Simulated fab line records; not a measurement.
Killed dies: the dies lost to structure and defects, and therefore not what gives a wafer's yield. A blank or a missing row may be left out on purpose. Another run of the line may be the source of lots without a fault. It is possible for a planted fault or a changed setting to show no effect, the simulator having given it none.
8D (eight disciplines) problem report, filled in by code :: flow nand-harc :: the parts of the form that need people (team, actions taken, sign-off) are left out

== 1. PROBLEM STATEMENT ==
At NHARC_END_SORT_01, killed-dies averages 92 over 6 wafers from 2 lots, while fault-free wafers read 29, standard deviation 9.9. That is +6.3 standard deviations from the usual mean.
First seen on wafer L374.1, day 22 08:06, on prober-01. The record holds 6 wafers of 2 lots with a number at this step. By rule, "out" or "out of limits" means more than 4 standard deviations away from the usual mean. The rest of the wafers with a number are treated as sound.

== 2. WHAT THIS IS AND IS NOT ==
question: which readings at this step
is: killed-dies, killed-at-array
is not: killed-at-other, killed-at-periphery, killed-open

question: which lots
is: L374, L375
is not: -

question: which wafers of those lots
is: all that have a number
is not: -

question: read on which gauges
is: prober-01, prober-02
is not: -

question: when
is: from day 22 08:06
is not: up to then (0 sound wafers)

== 3. WHAT RULES OUT EACH SUSPECT ==
Counting: any tool at a process step up to the reading is kept as a suspect provided that every lot that is out went through it and no sound lot did after the first of them.
- the gauge at NHARC_END_SORT_01 has been ruled out. Those wafers that are out were read across 2 gauges (prober-01, prober-02).
- cvd-w-01 at NHARC_A_CONTACT_CVD_19 (deposits W, target thk 300 nm, time 802 s): kept. It ran every lot that is out, first L374 (day 20 07:13), and no sound lot after that.
The count leaves cvd-w-01 at NHARC_A_CONTACT_CVD_19.

== 4. THE CAUSE (what the simulator had put in) ==
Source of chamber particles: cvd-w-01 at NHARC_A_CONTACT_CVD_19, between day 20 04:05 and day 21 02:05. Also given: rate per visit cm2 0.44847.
The count eliminated every tool but this one.

== 5. SEQUENCE OF EFFECTS, ordered by route ==
Each row: a reading whose mean over the struck wafers that have a number lies more than 3 standard deviations from the usual. Only readings whose record carries a usual standard deviation are examined. hours: median over the lots of the time between each lot's start at the first step of this table that gives one and its start at this step. sigmas: the change, counted in usual standard deviations.
hours: 0
step: NHARC_END_SORT_01
reading: killed-at-array
usual: 26
on struck wafers: 88
change: +62
sigmas: +6.2

hours: 0
step: NHARC_END_SORT_01
reading: killed-dies
usual: 29
on struck wafers: 92
change: +62
sigmas: +6.3

== 6. WHAT WOULD HAVE CAUGHT IT SOONER ==
52 hours passed between the start of the fault at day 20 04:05 and the first reading out of limits at a measuring or inspecting step in this record, taken at day 22 08:06.
Of the tool readings at NHARC_A_CONTACT_CVD_19 for which the record gives a usual standard deviation, none was out on any struck wafer, so an alarm limit of 4 standard deviations on them would not have fired.
Each of the lots that are out, 2 in all, had begun NHARC_A_CONTACT_CVD_19 on cvd-w-01 no later than day 22 08:06. None of them would have been spared by holding the tool at that moment.
